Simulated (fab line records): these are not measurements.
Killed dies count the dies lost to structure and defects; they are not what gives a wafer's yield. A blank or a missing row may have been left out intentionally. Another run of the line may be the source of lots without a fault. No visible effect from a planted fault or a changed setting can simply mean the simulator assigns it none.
Chamber matching -- flow n5-finfet -- rie-diel-05 running N5_BEOL_M9_STRIP_36: 4 sister chambers
The step strips in N2/H2. 4 wafers are shown with their chamber, then 9 later ones without.

## WAFERS PAIRED WITH THEIR CHAMBERS
wafer,chamber,drypump-motor-current-A (A)
L078.2,1,6.4
L088.2,0,6.1
L087.3,3,6.1
L087.5,2,5.3

## WAFERS WITH NO CHAMBER GIVEN
wafer,drypump-motor-current-A (A)
L090.2,6.1
L090.3,5.3
L090.4,6.1
L096.1,6.2
L096.2,6.1
L096.6,5.3
L097.1,6.3
L097.3,6.1
L097.5,6.3

## THE CHAMBER EACH PASSED THROUGH
wafer,from the rows above,in truth
L090.2,can't be placed: 0 or 3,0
L090.3,2,2
L090.4,can't be placed: 0 or 3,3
L096.1,can't be placed: 0 or 3 or 1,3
L096.2,can't be placed: 0 or 3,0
L096.6,2,2
L097.1,can't be placed: 1 or 0 or 3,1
L097.3,can't be placed: 0 or 3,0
L097.5,can't be placed: 1 or 0 or 3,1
Correct placement for 2 of the 9. Can't be placed from these rows: 7 (the true chamber is among the candidates in 7). 0 placed wrongly.
How it was worked out, from the rows above alone: a wafer's distance from a chamber is the root of the sum, over the readings, of the square of ((its reading less the chamber's mean) divided by the reading's scatter). If the next closest chamber is less than 2 further off than the closest, the wafer can't be placed; otherwise it belongs to the closest. The mean given for a chamber averages the wafers shown for that chamber. The scatter (one wafer shown for each chamber): square how far every hidden wafer sits from the nearest shown wafer, average those squares and take the square root.
